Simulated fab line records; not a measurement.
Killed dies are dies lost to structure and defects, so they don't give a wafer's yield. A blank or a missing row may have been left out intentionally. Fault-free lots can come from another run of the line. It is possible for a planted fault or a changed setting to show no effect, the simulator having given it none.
Chamber matching -- flow n5 finfet -- rie diel-06 running N5_BEOL_M10_DESCUM_33: 4 sister chambers
The step chemistry O2, time 7.9 s. 16 wafers are shown with their chamber, then 8 later ones without.

WAFERS PAIRED WITH THEIR CHAMBERS
wafer,chamber,showerhead plenum p Torr (Torr),throttle valve pct (%),oes product au (a.u.)
L076.1,3,2.25,20.44,0.90
L076.3,2,2.04,19.94,0.99
L076.6,2,2.04,19.94,0.99
L077.1,1,2.17,20.60,0.70
L077.3,0,2.16,20.54,0.68
L077.6,1,2.17,20.61,0.70
L080.2,3,2.24,20.46,0.88
L080.4,0,2.16,20.55,0.68
L080.5,3,2.24,20.44,0.89
L081.1,1,2.17,20.60,0.70
L081.4,3,2.24,20.47,0.90
L081.5,2,2.04,19.95,0.96
L085.3,3,2.24,20.45,0.88
L085.5,1,2.17,20.61,0.70
L085.6,2,2.03,19.97,0.95
L089.1,0,2.15,20.18,0.97

SIGNATURES, as means of the wafers listed above
reading,chamber 0,chamber 1,chamber 2,chamber 3,scatter within a chamber
showerhead plenum p Torr,2.1567,2.1700,2.0375,2.2420,0.0043
throttle valve pct,20.4233,20.6050,19.9500,20.4520,0.0867
oes product au,0.7767,0.7000,0.9725,0.8900,0.0694
Rule: a wafer lies at a distance from a chamber equal to the root of the sum of squares, over the readings, of (its reading less the chamber's mean, divided by the reading's scatter). If the next closest chamber is less than 2 further off than the closest, the wafer can't be placed; otherwise it belongs to the closest. The scatter: take each reading less its chamber's mean, square it, sum over the shown wafers, divide by the number of wafers less the number of chambers, and take the root.

WAFERS WITH NO CHAMBER GIVEN
wafer,showerhead plenum p Torr (Torr),throttle valve pct (%),oes product au (a.u.)
L089.5,2.15,20.16,0.97
L089.6,2.24,20.47,0.86
L095.2,2.23,20.51,0.83
L095.4,2.02,20.01,0.89
L095.6,2.14,20.19,0.91
L097.1,2.02,20.03,0.90
L097.2,2.23,20.51,0.84
L097.3,2.14,20.20,0.91

THE CHAMBER EACH PASSED THROUGH
wafer,from the rows above,in truth
L089.5,0,0
L089.6,3,3
L095.2,3,3
L095.4,2,2
L095.6,0,0
L097.1,2,2
L097.2,3,3
L097.3,0,0
Correctly placed: 8 of 8. Number that these rows cannot place: 0. Placed wrongly: 0.
